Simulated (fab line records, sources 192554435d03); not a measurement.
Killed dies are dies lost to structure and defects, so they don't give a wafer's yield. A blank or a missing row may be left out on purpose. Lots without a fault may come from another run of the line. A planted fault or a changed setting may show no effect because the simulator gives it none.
fab line records | flow n5_finfet
record lots=6 wafers=18 last_day=18
route steps=1938 shown HKMG_FIN@444 GATE_CUT@465 PASSIVATION@1936
lots that met no fault: from a run of the same line without faults
start_h: hours from the record's first day to the start of the lot's first wafer shown | wait_h: hours since the lot's step before | " the same as in the row above | L1.1+2: a row that stands for several wafers | - no value, or no start given | * or withheld: withheld | < > ~ a bound
route shown NAME@n: a module of which the file shows steps, and the number in the route of the first | usual: mean/standard deviation of fault-free wafers | same: alike in all rows | chamber/n: place in a boat | sites: the reading at each site | _std_site: their standard deviation | _edge_site: outer sites' mean less inner sites' | radius_mm: how far each site lies from the wafer's centre | mask NAME#n: copy n | behind: the tool/chamber that last shaped the wafer | hold: why the lot was held/for how many hours/how that ended | device: the transistor (n, p or np) that didn't switch | end of line: the same wafers' tests at the end of the route | a step without rows: its recipe alone | killed: dies lost to structure and defects at the first sort, not the wafer's yield | map: a wafer's dies, x killed, . not, _ none there
set.NAME: the setting as run; set.NAME@STEP: as run at that earlier step | model.NAME: the simulator's own value behind a step, which no gauge read
lots at some steps of the route; a table a step, a row a wafer
services: from which hour (start_h, from the record's first day; less than 0 if before it) a tool's chamber was out of use, for how many hours, and why
## steps
# step N5_HKMG_FIN_ETCH_86
# recipe chemistry=N2/H2 target=SOC target_depth_a=3932 stop_on=TiN ion_energy_ev=100 bias_w=61 pressure_mtorr=30 source_w=850 n2_flow_sccm=200 h2_flow_sccm=200
# usual drypump_motor_current_A=5.8/0.37 oes_product_au=0.78/0.094 rf_vpp_V=240.7/1.8 showerhead_plenum_p_Torr=2.54/0.11 throttle_valve_pct=17.95/0.21
# columns lot.wafer tool chamber start_h wait_h drypump_motor_current_A oes_product_au rf_hours_counter_h rf_vpp_V showerhead_plenum_p_Torr throttle_valve_pct
L663.3 rie_diel-05 2 87.46 - 5.8 0.76 123 238.1 2.35 18.15
L663.5 " 1 " " 5.5 0.92 - 241.5 2.60 18.00
L663.6 " 2 " " 5.9 0.77 - 237.7 2.36 18.15
L664.1 rie_diel-05 3 95.28 - 4.9 0.93 15 243.9 2.72 17.80
L664.2 " 1 " " 5.5 0.92 21 241.1 2.60 18.02
L664.4 " 2 " " 5.8 0.77 127 239.3 2.35 18.18
L670.2 rie_diel-05 3 130.29 - 4.9 0.91 28 244.5 2.71 17.84
L670.4 " 0 " " 5.5 0.70 225 238.8 2.51 18.11
L670.6 " 2 " " 5.8 0.75 - 238.2 2.35 18.18
L671.1 rie_diel-03 3 137.20 - 5.5 0.69 223 242.4 2.61 17.84
L671.2 " 1 " " 5.8 0.67 237 241.6 2.61 17.91
L671.3 " 2 " " 5.6 0.74 159 240.1 2.52 17.65
L677.2 rie_diel-03 0 176.48 - 5.7 0.74 163 237.8 2.35 18.08
L677.3 " 3 " " 5.5 0.68 - 241.6 2.60 17.86
L677.5 " 3 " " 5.5 0.68 - 241.7 2.60 17.87
L682.2 rie_diel-03 2 201.15 - 5.6 0.72 181 241.2 2.52 17.67
L682.3 " 3 " " 5.5 0.67 250 240.8 2.60 17.89
L682.6 " 0 " " 5.7 0.73 - 238.4 2.35 18.08
# step N5_HKMG_FIN_STRIP_89
# recipe chemistry=N2/H2 material=SOC time_s=20 power_w=500 temp_c=40 pressure_mtorr=50 rf_frequency_hz=6e+07 bias_power_w=8 h2_frac=0.5 n2_flow_sccm=300 h2_flow_sccm=300
# step N5_HKMG_FIN_WET_ETCH_87
# recipe chemistry=SC1 target=TiN mix=1:2:40 temp_c=50 time_s=154.2 target_depth_nm=4.7 dry=ipa_marangoni rinse_time_s=30 rinse_temp_c=23
# step N5_HKMG_FIN_STRIP_88
# recipe chemistry=N2/H2 power_w=2500 temp_c=300 h2_frac=0.65 time_s=360 pressure_mtorr=withheld n2_flow_sccm=1750 h2_flow_sccm=3250
# step N5_HKMG_FIN_NWFM_ALD_20
# recipe material=TiAlC target_thk_a=20 temp_c=300 ald_precursor_family=TiCl4 ald_co_reactant=TEA pulse_time_s=3 purge_time_s=2 co_reactant_purge_time_s=2 co_reactant_pulse_time_s=10 ald_cycles=7 pressure_torr=3
# step N5_HKMG_FIN_ALD_71
# recipe material=TiN target_thk_a=10 temp_c=400 ald_precursor_family=TiCl4 ald_co_reactant=NH3 pulse_time_s=1 purge_time_s=3 co_reactant_purge_time_s=2 co_reactant_pulse_time_s=2 ald_cycles=47 pressure_torr=3
# usual heater_power_outer_w=541/63 heater_power_w=880/97 precursor_pulse_height_rel=1.002/0.019
# columns lot.wafer tool chamber start_h wait_h heater_power_outer_w heater_power_w precursor_pulse_height_rel
L663.3 ald_metal-01 2 88.20 0.0 501 861 0.963
L663.5 " 2 " " 503 867 0.994
L663.6 " 3 " " 604 969 0.989
L664.1 ald_metal-01 2 96.01 0.0 498 853 0.990
L664.2 " 0 " " 601 991 0.994
L664.4 " 1 " " 555 880 0.995
L670.2 ald_metal-02 0 131.03 0.0 496 815 0.976
L670.4 " 1 " " 463 736 1.002
L670.6 " 3 " " 578 958 0.990
L671.1 ald_metal-01 0 137.93 0.0 591 999 1.010
L671.2 " 1 " " 541 884 0.988
L671.3 " 2 " " 490 851 1.011
L677.2 ald_metal-03 2 177.28 0.0 533 878 1.023
L677.3 " 1 " " 494 789 1.027
L677.5 " 2 " " 539 879 1.022
L682.2 ald_metal-02 3 201.88 0.0 566 967 1.014
L682.3 " 1 " " 472 717 1.012
L682.6 " 1 " " 463 722 1.019
# step N5_HKMG_FIN_COAT_66
# recipe resist=SOC temp_c=250 time_s=60 spin_rpm=1500 resist_thk_nm=300
# step N5_HKMG_FIN_ETCH_67
# recipe chemistry=N2/H2 target=SOC target_depth_a=3889 stop_on=TiN ion_energy_ev=100 bias_w=61 pressure_mtorr=30 source_w=850 n2_flow_sccm=200 h2_flow_sccm=200
# step N5_HKMG_FIN_STRIP_90
# recipe chemistry=N2/H2 material=SOC time_s=20 power_w=500 temp_c=40 pressure_mtorr=50 rf_frequency_hz=6e+07 bias_power_w=8 h2_frac=0.5 n2_flow_sccm=300 h2_flow_sccm=300
# step N5_HKMG_FIN_WET_ETCH_73
# recipe chemistry=SC1 mix=1:2:40 temp_c=50 time_s=42.3 target_depth_nm=1.3 dry=ipa_marangoni rinse_time_s=30 rinse_temp_c=23
# step N5_HKMG_FIN_ETCHBACK_68
# recipe chemistry=Cl2/Ar stop_on=HfO2 target_depth_a=5 pressure_mtorr=10 icp_w=600 bias_w=60 Cl2_flow_sccm=40 Ar_flow_sccm=60
# usual drypump_motor_current_A=5.9/0.36 oes_product_au=0.79/0.083 throttle_valve_pct=20.81/0.22
# columns lot.wafer tool chamber start_h wait_h drypump_motor_current_A oes_product_au rf_hours_counter_h throttle_valve_pct
L663.3 rie_metal-02 0 88.80 0.1 6.0 0.83 - 20.63
L663.5 " 0 " " 6.0 0.83 - 20.61
L663.6 " 1 " " 5.6 0.72 - 20.83
L664.1 rie_metal-01 0 96.58 0.0 5.5 0.75 32 21.27
L664.2 " 1 " " 6.6 0.86 12 20.81
L664.4 " 1 " " 6.6 0.86 - 20.80
L670.2 rie_metal-02 0 131.90 0.0 5.9 0.81 26 20.63
L670.4 " 1 " " 5.6 0.70 - 20.84
L670.6 " 0 " " 6.0 0.81 - 20.60
L671.1 rie_metal-03 1 138.55 0.0 5.9 0.91 3 20.56
L671.2 " 0 " " 6.0 0.62 125 21.04
L671.3 " 0 " " 6.0 0.62 - 21.06
L677.2 rie_metal-01 1 178.07 0.0 6.6 0.83 19 20.83
L677.3 " 0 " " 5.5 0.79 - 21.17
L677.5 " 1 " " 6.6 0.83 - 20.83
L682.2 rie_metal-02 0 202.44 0.0 6.0 0.80 32 20.63
L682.3 " 1 " " 5.6 0.69 - 20.85
L682.6 " 1 " " 5.6 0.69 - 20.84
# step N5_HKMG_FIN_STRIP_69
# recipe chemistry=N2/H2 power_w=2500 temp_c=300 h2_frac=0.65 time_s=360 pressure_mtorr=withheld n2_flow_sccm=1750 h2_flow_sccm=3250
# step N5_HKMG_FIN_ALD_21
# recipe material=TiN target_thk_a=15 temp_c=400 ald_precursor_family=TiCl4 ald_co_reactant=NH3 pulse_time_s=1 purge_time_s=3 co_reactant_purge_time_s=2 co_reactant_pulse_time_s=2 ald_cycles=68 pressure_torr=3
# usual heater_power_outer_w=534/59 heater_power_w=873/96 precursor_pulse_height_rel=1.002/0.021
# columns lot.wafer tool chamber start_h wait_h heater_power_outer_w heater_power_w precursor_pulse_height_rel
L663.3 ald_metal-01 3 89.29 0.1 588 973 0.995
L663.5 " 3 " " 587 958 1.018
L663.6 " 2 " " 487 854 1.028
L664.1 ald_metal-02 3 97.10 0.3 572 972 1.010
L664.2 " 2 " " 531 830 0.989
L664.4 " 0 " " 496 823 0.986
L670.2 ald_metal-02 0 132.43 0.3 498 821 1.002
L670.4 " 1 " " 476 727 1.011
L670.6 " 3 " " 572 964 0.977
L671.1 ald_metal-02 0 139.08 0.3 483 809 0.961
L671.2 " 1 " " 469 740 0.971
L671.3 " 3 " " 568 969 0.994
L677.2 ald_metal-03 2 178.59 0.3 535 873 1.044
L677.3 " 0 " " 468 746 1.025
L677.5 " 1 " " 486 804 1.016
L682.2 ald_metal-03 1 202.97 0.3 491 782 0.990
L682.3 " 0 " " 476 741 1.004
L682.6 " 1 " " 503 807 1.005
# step N5_HKMG_FIN_ALD_72
# recipe material=W target_thk_a=20 temp_c=300 pressure_torr=7.5 ald_precursor_family=WF6 ald_co_reactant=B2H6 pulse_time_s=1 purge_time_s=2 co_reactant_purge_time_s=2 co_reactant_pulse_time_s=3 ald_cycles=7
# step N5_HKMG_FIN_W_FILL_22
# recipe material=W target_thk_a=600 temp_c=400 pressure_torr=39.4 time_s=18.2
# step N5_HKMG_FIN_PRECLEAN_83
# recipe chemistry=DIW time_s=57.5 temp_c=23
# step N5_HKMG_FIN_SRD_84
# recipe dry_time_s=32 dry=n2_spin spin_rpm=1500
# step N5_HKMG_FIN_CMP_23
# recipe stop_on=SiNx t_overpolish_s=10 post_cmp_clean=rinse_only down_force_psi=4 platen_rpm=50.289 pad_velocity_m_s=1.0006 target_thk_nm=46.326
# usual motor_current_A=12.2/1.5 overpolish_run_s=10.000/0.0091 retaining_ring_pressure_frac=1.000/0.0051 time_to_endpoint_s=10.5/1.9
# columns lot.wafer tool chamber start_h wait_h motor_current_A overpolish_run_s retaining_ring_pressure_frac time_to_endpoint_s
L663.3 cmp-02 1 89.82 0.0 11.6 9.996 0.999 12.1
L663.5 " 1 " " 11.8 10.003 1.000 10.9
L663.6 " 2 " " 13.0 9.997 0.998 13.9
L664.4 cmp-04 3 97.64 0.0 9.6 9.998 1.002 11.0
L664.1 " 1 " " 11.4 10.004 0.992 9.7
L664.2 " 2 " " 11.4 9.992 1.003 8.8
L670.2 cmp-03 2 133.04 0.1 11.8 10.002 1.009 10.7
L670.4 " 0 " " 12.0 9.992 0.999 9.3
L670.6 " 2 " " 11.7 10.009 0.999 10.4
L671.3 cmp-04 0 139.61 0.0 10.7 10.009 0.993 8.3
L671.2 " 1 " " 10.8 9.994 0.995 9.6
L671.1 " 2 " " 11.9 10.000 0.994 7.0
L677.3 cmp-03 2 179.20 0.1 12.0 9.986 1.012 10.2
L677.2 " 3 " " 12.5 10.000 1.000 12.3
L677.5 " 1 " " 11.9 10.007 1.004 11.6
L682.2 cmp-03 3 204.22 0.7 12.2 9.999 1.001 10.9
L682.3 " 0 " " 12.0 9.999 1.000 9.8
L682.6 " 2 " " 12.0 10.008 0.992 9.8
# step N5_HKMG_FIN_CMP_94
# recipe stop_on=SiNx post_cmp_clean=w_dilute_nh4oh t_overpolish_s=4.7 down_force_psi=4 platen_rpm=50.289 pad_velocity_m_s=1.0006 target_thk_nm=43.299
# step N5_GATE_CUT_ETCHBACK_00
# recipe chemistry=SF6/Cl2 target=W pressure_mtorr=8 icp_w=900 bias_w=80 SF6_flow_sccm=40 Cl2_flow_sccm=60
# step N5_GATE_CUT_ETCH_56
# recipe chemistry=Cl2/Ar target=TiN target_depth_a=216 pressure_mtorr=10 icp_w=600 bias_w=60 Cl2_flow_sccm=40 Ar_flow_sccm=60
# step N5_GATE_CUT_ETCHBACK_30
# recipe chemistry=Cl2/Ar target=TiN target_depth_a=30 mode=isotropic pressure_mtorr=10 icp_w=600 bias_w=60 Cl2_flow_sccm=40 Ar_flow_sccm=60
# step N5_GATE_CUT_VAPOR_ETCH_60
# recipe chemistry=BCl3/Cl2 target=HfO2 mode=isotropic
# step N5_GATE_CUT_ETCH_58
# recipe chemistry=CH3F/O2 target=SiNx target_depth_a=170 time_s=128.6 ion_energy_ev=50 pressure_mtorr=30 source_w=415 bias_w=21 Ar_flow_sccm=150 CH3F_flow_sccm=30 O2_flow_sccm=20
# step N5_GATE_CUT_STRIP_59
# recipe chemistry=N2/H2 time_s=20 power_w=100 temp_c=40 pressure_mtorr=100 rf_frequency_hz=6e+07 bias_power_w=3 n2_flow_sccm=300 h2_flow_sccm=300
# usual drypump_motor_current_A=5.84/0.27 oes_product_au=0.77/0.087 rf_vpp_V=45.4/0.76 showerhead_plenum_p_Torr=3.41/0.1 throttle_valve_pct=12.3/0.31
# columns lot.wafer tool chamber start_h wait_h drypump_motor_current_A oes_product_au rf_hours_counter_h rf_vpp_V showerhead_plenum_p_Torr throttle_valve_pct
L663.3 rie_diel-02 0 91.06 0.1 5.86 0.73 148 45.2 3.24 12.2
L663.5 " 2 " " 5.46 0.75 - 43.9 3.54 12.5
L663.6 " 3 " " 5.81 0.72 - 45.6 3.49 12.5
L664.1 rie_diel-01 3 98.77 0.1 5.57 0.74 163 44.5 3.36 12.0
L664.2 " 1 " " 6.19 0.76 155 44.9 3.51 12.6
L664.4 " 2 " " 5.63 0.98 8 45.3 3.31 11.9
L670.2 rie_diel-02 0 134.10 0.1 5.86 0.73 162 45.5 3.23 12.3
L670.4 " 2 " " 5.46 0.73 177 45.9 3.53 12.6
L670.6 " 0 " " 5.86 0.73 - 45.0 3.23 12.3
L671.1 rie_diel-02 0 140.75 0.1 5.83 0.72 164 45.1 3.23 12.3
L671.2 " 1 " " 6.34 0.75 152 44.4 3.51 12.2
L671.3 " 2 " " 5.46 0.73 178 45.6 3.53 12.6
L677.2 rie_diel-02 0 180.26 0.1 5.85 0.73 176 44.8 3.22 12.3
L677.3 " 3 " " 5.80 0.69 232 46.9 3.48 12.6
L677.5 " 2 " " 5.46 0.72 - 45.2 3.52 12.6
L682.2 rie_diel-01 3 205.60 0.1 5.56 0.71 200 45.6 3.34 12.1
L682.3 " 1 " " 6.30 0.73 188 44.8 3.49 12.6
L682.6 " 1 " " 6.24 0.74 - 45.3 3.49 12.7
# step N5_GATE_CUT_PRECLEAN_31
# recipe temp_c=23 chemistry=DIW time_s=300
# step N5_GATE_CUT_SRD_32
# recipe time_s=30 temp_c=23 rinse_liquid=diw dry=ipa_marangoni
# step N5_GATE_CUT_SAC_CAP_01
# recipe material=SiNx target_thk_a=240 temp_c=400 ald_precursor_family=SiH2I2 ald_co_reactant=N2/H2-plasma pulse_time_s=1 ald_cycles=480 purge_time_s=2 co_reactant_purge_time_s=2 pressure_torr=2
# step N5_GATE_CUT_PECVD_57
# recipe material=SiNx target_thk_a=210 temp_c=400 precursor=SiH4/NH3/N2 pressure_torr=1.5 rf_w=300
# step N5_GATE_CUT_CMP_02
# recipe stop_on=SiO2 t_overpolish_s=12.7 post_cmp_clean=alkaline_brush down_force_psi=2.5 platen_rpm=51.8 pad_velocity_m_s=1.0307 target_thk_nm=0
# step N5_GATE_CUT_HM_DEP_46
# recipe material=SiO2 target_thk_a=1300 temp_c=400 precursor=TEOS/O2 pressure_torr=6.5 rf_w=900 teos_flow_sccm=161.4 gas=O2 flow_sccm=2650 time_s=26.6
# step N5_GATE_CUT_COAT_34
# recipe resist=SOC temp_c=250 time_s=60 spin_rpm=1500 resist_thk_nm=60
# step N5_GATE_CUT_COAT_35
# recipe resist=SiARC temp_c=220 time_s=60 spin_rpm=1500 resist_thk_nm=10
# step N5_GATE_CUT_COAT_27
# recipe resist=underlayer temp_c=205 time_s=60 spin_rpm=1500 resist_thk_nm=10
# step N5_GATE_CUT_COAT_07
# recipe resist=CAR-EUV spin_rpm=1500 resist_thk_nm=30
# step N5_GATE_CUT_EBR_09
# recipe solvent=PGMEA ebr_width_mm=1.5
# step N5_GATE_CUT_SOFTBAKE_08
# recipe temp_c=110 time_s=60 resist=CAR-EUV
# step N5_GATE_CUT_EXPOSE_10
# recipe mask_id=GATE_CUT na=0.33 source_shape=annular sigma_inner=0.35 sigma_outer=0.8 polarization=unpolarized target_cd_nm=20 dose_mj=43.25
# step N5_GATE_CUT_PEB_11
# recipe peb_temp_c=100 peb_time_s=60 resist=CAR-EUV
# step N5_PASSIVATION_PROBE_49
# usual defect_limited_yield=91.0/1.4 killed_at_M0_to_M3=36/10 killed_at_M4_up=15/5 killed_at_contacts=12/6.1 killed_at_front_end=40/13 killed_at_other=3.8/2.9 killed_dies=106/16 killed_on_rim=14/4.1 killed_open=68/12 killed_short=35/8.2 sort_bin_5_function=5.2/0.9 sort_bin_6_memory=3.4/0.71 sort_n_pass=1073/17 sort_yield_pct=91.0/1.5
# same gross_dies=1180 killed_at_back_side=0 sort_bin_4_leakage[%]=0 sort_bin_8_speed[%]=0
# columns lot.wafer tool chamber start_h wait_h defect_limited_yield[%] killed_at_M0_to_M3 killed_at_M4_up killed_at_contacts killed_at_front_end killed_at_other killed_dies killed_on_rim killed_open killed_short sort_bin_5_function[%] sort_bin_6_memory[%] sort_n_pass sort_yield_pct[%]
L663.3 prober-02 - 330.89 0.1 92.3 20 14 2 48 7 91 6 53 33 4.4 2.6 1089 92.3
L663.5 prober-02 - 330.99 0.2 91.9 40 7 1 45 3 96 14 51 42 4.4 3.2 1084 91.9
L663.6 prober-02 - 331.04 0.3 92.7 25 10 7 43 1 86 9 58 24 3.9 2.8 1094 92.7
L671.1 prober-02 - 364.42 0.0 86.9 46 12 8 85 3 154 30 70 23 8.4 3.1 1026 86.9
L671.2 prober-02 - 364.47 0.1 90.3 50 9 21 31 4 115 16 77 37 5.1 4.3 1065 90.3
L671.3 prober-02 - 364.52 0.1 91.9 54 11 10 20 1 96 11 56 38 5.3 2.8 1084 91.9
L670.2 prober-01 - 377.24 0.5 86.9 39 13 10 92 1 155 37 55 30 6.9 3.2 1025 86.9
L670.4 prober-01 - 377.34 0.6 91.6 35 10 19 33 2 99 6 63 32 5.0 3.1 1081 91.6
L670.6 prober-01 - 377.44 0.7 92.7 23 15 24 21 3 86 10 57 29 4.8 2.5 1094 92.7
L682.2 prober-01 - 432.75 0.1 90.3 32 19 7 46 10 114 12 74 40 5.9 3.5 1066 90.3
L682.3 prober-01 - 432.80 0.1 91.5 34 15 9 40 2 100 13 52 44 4.6 3.6 1080 91.5
L682.6 prober-01 - 432.95 0.3 88.8 15 19 14 81 3 132 15 87 42 6.4 4.6 1048 88.8
L677.2 prober-01 - 433.05 0.3 91.2 42 7 13 36 6 104 17 65 36 5.2 3.5 1076 91.2
L677.3 prober-01 - 433.10 0.4 91.0 39 11 21 33 2 106 10 74 30 5.4 3.2 1074 91.0
L677.5 prober-01 - 433.20 0.5 90.5 40 19 6 42 5 112 18 59 48 5.2 4.1 1068 90.5
# killed by level:class
L663.3 FIN_SAQP:geometric_particle:short=16 FIN_SAQP:geometric_particle:open=9 BEOL_M1:geometric_particle:open=7 BEOL_M5:geometric_particle:open=6 BEOL_M1:geometric_particle:short=5 STI_FIN_REVEAL:geometric_particle:open=4 PAD_METAL:geometric_particle:open=4 STI_FIN_REVEAL:geometric_particle:short=3
L663.5 STI_FIN_REVEAL:geometric_particle:open=12 BEOL_M0_SAQP:geometric_particle:short=12 BEOL_M0_SAQP:geometric_particle:open=8 FIN_SAQP:geometric_particle:short=7 FIN_SAQP:geometric_particle:open=6 BEOL_M1:geometric_particle:open=6 BEOL_M2:geometric_particle:short=6 STARTING-WAFER:geometric_particle:short=5
L663.6 STI_FIN_REVEAL:geometric_particle:open=11 DUMMY_GATE:geometric_particle:open=10 BEOL_M0_SAQP:geometric_particle:short=9 BEOL_M0_SAQP:geometric_particle:open=7 BEOL_M5:geometric_particle:open=6 STI_FIN_REVEAL:geometric_particle:short=5 BEOL_M1:geometric_particle:open=5 MOL_CONTACT_COAG:geometric_particle:open=4
L671.1 HKMG_FIN:unspecified=60 BEOL_M2:geometric_particle:open=31 FIN_SAQP:geometric_particle:short=6 STI_FIN_REVEAL:geometric_particle:open=5 MOL_CONTACT_COAG:geometric_particle:open=5 BEOL_M4:geometric_particle:open=5 BEOL_M0_SAQP:geometric_particle:short=4 BEOL_M1:geometric_particle:open=4
L671.2 MOL_CONTACT_COAG:geometric_particle:open=17 BEOL_M0_SAQP:geometric_particle:short=14 BEOL_M3:geometric_particle:open=13 BEOL_M2:geometric_particle:open=8 BEOL_M0_SAQP:geometric_particle:open=6 BEOL_M1:geometric_particle:open=6 STARTING-WAFER:geometric_particle:open=6 FIN_SAQP:geometric_particle:open=4
L671.3 BEOL_M0_SAQP:geometric_particle:short=15 BEOL_M2:geometric_particle:open=10 MOL_CONTACT_COAG:geometric_particle:open=9 BEOL_M0_SAQP:geometric_particle:open=9 BEOL_M1:geometric_particle:open=8 BEOL_M3:geometric_particle:open=5 ILD0:geometric_particle:short=3 BEOL_M1:geometric_particle:short=3
L670.2 HKMG_FIN:unspecified=58 HKMG_FIN:area_etch=11 BEOL_M0_SAQP:geometric_particle:open=8 BEOL_M2:geometric_particle:open=7 FIN_SAQP:geometric_particle:open=6 BEOL_M0_SAQP:geometric_particle:short=6 MOL_CONTACT_COAG:geometric_particle:short=5 MOL_CONTACT_COAG:geometric_particle:open=5
L670.4 MOL_CONTACT_COAG:geometric_particle:open=16 BEOL_M2:geometric_particle:open=10 ILD0:geometric_particle:short=6 BEOL_M1:geometric_particle:open=6 BEOL_M4:geometric_particle:open=6 BEOL_M0_SAQP:geometric_particle:short=5 FIN_SAQP:geometric_particle:short=4 BEOL_M0_SAQP:geometric_particle:open=4
L670.6 MOL_CONTACT_COAG:geometric_particle:open=18 BEOL_M4:geometric_particle:open=8 MOL_CONTACT_COAG:geometric_particle:short=6 BEOL_M2:geometric_particle:open=6 BEOL_M3:geometric_particle:open=4 STARTING-WAFER:geometric_particle:short=4 FIN_SAQP:geometric_particle:short=3 BEOL_M0_SAQP:geometric_particle:open=3
L682.2 BEOL_M4:geometric_particle:open=15 STI_FIN_REVEAL:geometric_particle:open=14 BEOL_M0_SAQP:geometric_particle:short=11 FIN_SAQP:geometric_particle:short=10 BEOL_M0_SAQP:geometric_particle:open=7 BEOL_M2:geometric_particle:open=7 MOL_CONTACT_COAG:geometric_particle:open=6 FIN_SAQP:geometric_particle:open=5
L682.3 BEOL_M0_SAQP:geometric_particle:short=14 BEOL_M0_SAQP:geometric_particle:open=9 FIN_SAQP:geometric_particle:short=8 STI_FIN_REVEAL:geometric_particle:open=7 MOL_CONTACT_COAG:geometric_particle:open=7 STI_FIN_REVEAL:geometric_particle:short=5 BEOL_M2:geometric_particle:open=5 FIN_SAQP:geometric_particle:open=4
L682.6 STI_FIN_REVEAL:geometric_particle:open=25 FIN_SAQP:geometric_particle:short=15 FIN_SAQP:geometric_particle:open=14 MOL_CONTACT_COAG:geometric_particle:open=12 BEOL_M4:geometric_particle:open=10 BEOL_M2:geometric_particle:open=7 STI_FIN_REVEAL:geometric_particle:short=6 GATE_CUT:geometric_particle:short=4
L677.2 BEOL_M1:geometric_particle:open=12 BEOL_M2:geometric_particle:open=12 GATE_CUT:geometric_particle:short=10 MOL_CONTACT_COAG:geometric_particle:open=10 FIN_SAQP:geometric_particle:short=8 BEOL_M3:geometric_particle:open=8 FIN_SAQP:geometric_particle:open=4 GATE_CUT:geometric_particle:open=4
L677.3 MOL_CONTACT_COAG:geometric_particle:open=16 STI_FIN_REVEAL:geometric_particle:open=11 BEOL_M2:geometric_particle:open=9 BEOL_M3:geometric_particle:open=9 BEOL_M1:geometric_particle:open=5 GATE_CUT:geometric_particle:short=5 MOL_CONTACT_COAG:geometric_particle:short=5 BEOL_M0_SAQP:geometric_particle:short=5
L677.5 FIN_SAQP:geometric_particle:short=10 BEOL_M0_SAQP:geometric_particle:short=9 BEOL_M4:geometric_particle:open=9 BEOL_M2:geometric_particle:open=8 BEOL_M2:geometric_particle:short=7 STI_FIN_REVEAL:geometric_particle:open=6 BEOL_M0_SAQP:geometric_particle:open=6 BEOL_M3:geometric_particle:open=6
# map L670.2 (x killed, . not)
_________________..x........x________________
______________..............xx.._____________
___________..x.....x...........x...__________
__________x........................._________
________..x...x.......x..xx........x.x_______
_______........................x.....x.______
______.......x..x..x...........x.x.x..x._____
_____.....................x.........x....____
____.......................x..............___
___..............................x..x..x.x.__
___..........x...x.....................x...__
__...........x.x..x...................x..x.x_
__.................................x........_
_...x.....x......................x.x..x......
_......................................x.....
_.x........xx.x.........................x....
_.......x..............x.....................
_....................x................x......
_xx...x...................x..................
_.....................................x......
_...........xx.............x........x......x.
__....x...........x..........x.............._
__.......xxx.x..........x.................x._
___.....x...............................xx.__
___x....x..................................__
____x.x......x...........xx.x....x........___
_____....x............x..x...............____
______.................................._____
_______....x...x..xxx.............x....______
________...........xx.x..x.xxx........_______
__________......xxxxxxxxxxx........._________
___________..x..xxxxxxxxxxxx..x....__________
______________xxxxxxxxxxxxxxx..._____________
_________________xxxxxxxxxxxx________________
# map L671.1 (x killed, . not)
_________________.........xx.________________
______________x.......x........._____________
___________........x...............__________
__________............x......x.x...._________
________...x.....x...................._______
_______...........x....................______
______........................x........._____
_____....x..x........................x...____
____....x....x..................x........x___
___..x............................x........__
___..x...............x....x....x.x.......x.__
__.x.....................x......x..........._
__.......x..........x.............x....x...._
_......................x.....................
_..x.xx....................x....x............
_.........................x..................
_....................x.x..........x........x.
_....x..........x..........x.............x.x.
_....x..x............x........x..............
_..........................x.x.........x.....
_x.xx...................x..x.................
__x........................................._
__..........................x..............._
___x.x....................x......x......x..__
___..xx..x.......x......x.............x...x__
____.................x......x.............___
_____..........x.............x.........x.____
______...x.............................._____
_______..x........xxx..x......x....x...______
________....x.....xxxxx.xx...x........_______
__________.x....xx.xxxxxxxxxxxx....._________
___________...xx.xxxxxxxxxxxx..x...__________
______________x.xxxxxxxxxxx.xx.._____________
_________________xxxxxxxxxxxx________________
## services
# columns tool chamber start_h hours kind
rie_diel-02 - 66.97 0.4 repair
ald_metal-01 0 68.54 26.6 repair
cmp-04 - 77.34 0.3 repair
ald_metal-03 3 111.82 10.4 repair
ald_metal-03 0 116.14 6.9 repair
cmp-03 - 119.95 4.0 pm
ald_metal-02 2 122.63 26.2 repair
rie_diel-05 1 122.72 2.8 repair
ald_metal-01 - 124.01 0.6 repair
ald_metal-01 - 125.38 2.8 pm
ald_metal-02 1 129.06 1.4 repair
rie_diel-03 0 133.02 5.2 repair
rie_diel-02 - 137.37 2.8 pm
ald_metal-03 - 137.82 8.7 pm
rie_diel-02 3 140.90 6.3 repair
rie_metal-02 - 142.37 4.3 pm
cmp-03 - 144.01 4.8 repair
rie_metal-02 1 154.91 5.4 repair
rie_diel-03 2 172.34 8.9 repair
rie_diel-02 - 174.85 0.5 repair
rie_diel-02 1 176.31 7.1 repair
rie_diel-02 0 177.64 1.8 repair
rie_metal-02 - 192.13 0.8 repair
rie_metal-02 - 196.48 1.2 repair
## key
first_sign step=N5_PASSIVATION_PROBE_49 reading=killed_at_front_end direction=up sigmas=3.6 usual=40 struck=88
effect step=N5_PASSIVATION_PROBE_49 reading=defect_limited_yield direction=down sigmas=3 usual=91.0 struck=86.9
more_kills_born_at N5_HKMG_FIN_ALD_21@ald_metal-02=118
met_at N5_HKMG_FIN_ALD_21
struck_wafers L670.2,L671.1
baseline_loss step=N5_HKMG_FIN_ETCH_86 wafers=L670.2
onset_between 97.10 132.43
fault kind=chamber_particle_source tool=ald_metal-02 chamber=0 onset_h=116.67 steps=N5_HKMG_FIN_ALD_21 rate_per_visit_cm2=1.3238 end_h=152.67
# baseline_loss: these wafers lose ten dies or more at that step, a loss of the line's own and not of a fault; the sort's usual values leave them out
